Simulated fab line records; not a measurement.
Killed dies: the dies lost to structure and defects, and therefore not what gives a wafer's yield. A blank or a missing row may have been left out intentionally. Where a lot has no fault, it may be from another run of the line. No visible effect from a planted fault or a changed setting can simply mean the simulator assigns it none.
Split-lot study    flow n5 finfet    7 lots, 39 wafers read, on a route of 1938 steps

## ON THE SPLIT
At N5_MOL_CONTACT_COAG_VIA_ETCH_46 (etches SiO2 in C4F6/O2, target depth 46 nm, overetch 9.2 nm, time 40 s), the setting bias w was moved away from the recipe's 455 W on 12 of the 39 wafers read, by -7.3% to +10.4%. For the rest of the wafers, this setting stayed at what the recipe calls for.

Reading taken at the split's own step.

## THE READING
rf vpp V, in V, at N5_MOL_CONTACT_COAG_VIA_ETCH_46 (etches SiO2 in C4F6/O2, target depth 46 nm, overetch 9.2 nm, time 40 s). Fault-free wafers of this fab line usually give 1593 V, standard deviation 11 V.

wafer   tool, chamber at the split  bias w as run, W  against the recipe  rf vpp V, V  against lot-mates on the recipe
L074.2  rie diel-05, 0              455               recipe              1577         -
L074.4  rie diel-05, 3              455               recipe              1593         -
L074.6  rie diel-05, 1              455               recipe              1601         -
L079.1  rie diel-05, 3              455               recipe              1592         -
L079.2  rie diel-05, 1              455               recipe              1601         -
L079.3  rie diel-05, 0              455               recipe              1577         -
L079.4  rie diel-05, 2              455               recipe              1608         -
L079.5  rie diel-05, 1              455               recipe              1599         -
L079.6  rie diel-05, 0              455               recipe              1579         -
L080.1  rie diel-06, 1              455               recipe              1595         -
L080.2  rie diel-06, 3              455               recipe              1602         -
L080.3  rie diel-06, 2              455               recipe              1605         -
L080.4  rie diel-06, 0              455               recipe              1586         -
L080.5  rie diel-06, 2              455               recipe              1603         -
L080.6  rie diel-06, 3              455               recipe              1603         -
L082.1  rie diel-06, 3              455               recipe              1602         -
L082.2  rie diel-06, 2              455               recipe              1603         -
L082.3  rie diel-06, 0              422               -7.3%               1500         -103
L082.4  rie diel-06, 1              422               -7.3%               1507         -96
L082.5  rie diel-06, 3              422               -7.3%               1514         -89
L082.6  rie diel-06, 2              455               recipe              1603         -
L088.1  rie diel-05, 3              455               recipe              1592         -
L088.2  rie diel-05, 2              432.4             -5.0%               1546         -43
L088.3  rie diel-05, 0              432.4             -5.0%               1517         -72
L088.4  rie diel-05, 1              432.4             -5.0%               1540         -49
L088.5  rie diel-05, 1              455               recipe              1599         -
L088.6  rie diel-05, 0              455               recipe              1576         -
L095.1  rie diel-03, 0              496               +9.0%               1694         +112
L095.2  rie diel-03, 3              455               recipe              1589         -
L095.3  rie diel-03, 1              496               +9.0%               1711         +129
L095.4  rie diel-03, 2              455               recipe              1570         -
L095.5  rie diel-03, 0              455               recipe              1587         -
L095.6  rie diel-03, 3              496               +9.0%               1695         +113
L096.1  rie diel-03, 3              455               recipe              1591         -
L096.2  rie diel-03, 0              502.5             +10.4%              1711         +116
L096.3  rie diel-03, 1              502.5             +10.4%              1727         +132
L096.4  rie diel-03, 2              502.5             +10.4%              1689         +94
L096.5  rie diel-03, 1              455               recipe              1606         -
L096.6  rie diel-03, 0              455               recipe              1588         -

FIT RESULTS
A straight line over all 39 wafers: rf vpp V changes by +11.6 V for each +1% of bias w; r = +0.98; the points scatter about the line by 11 V.
The same after taking each lot's own level away (the mean of its wafers on the recipe; 39 wafers): +12 V for each +1%; r = +0.98; scatter 11 V.
On that fit, the largest move of bias w shifts the reading by 1.3e+02 V.
From 1582.0 to 1602.7 V: that is the span of the lots' own levels, equal to 1.9 times the standard deviation above.
Hence the lot-to-lot level has little effect on the slope; both slopes agree.
Check: +127 V against its lot-mates is what the line predicts for one of the wafers moved furthest among these (+10.4%) when that wafer is left out of the fit. It came out at +116 V against them.
Tool readings at the split's step, against how far the setting was moved: rf vpp V r = +0.98.

## OTHER SPLITS APPLIED TO THESE WAFERS
Before the reading, these wafers also passed through other splits. Each is held against what the fit with the lots' levels taken away leaves over:
other split on the same wafers      wafers away from the commonest value  r with rf vpp V (lot level and that fit taken away)
N5_DUMMY_GATE_EXPOSE_12 dose mj     15                                    -0.20
N5_DUMMY_GATE_ETCH_42 bias w        18                                    -0.13
N5_HKMG_FIN_ETCH_67 target depth a  18                                    +0.20

## FILE'S OWN FIT
rf vpp V changes by +12 V for each +1% of bias w, r = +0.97.
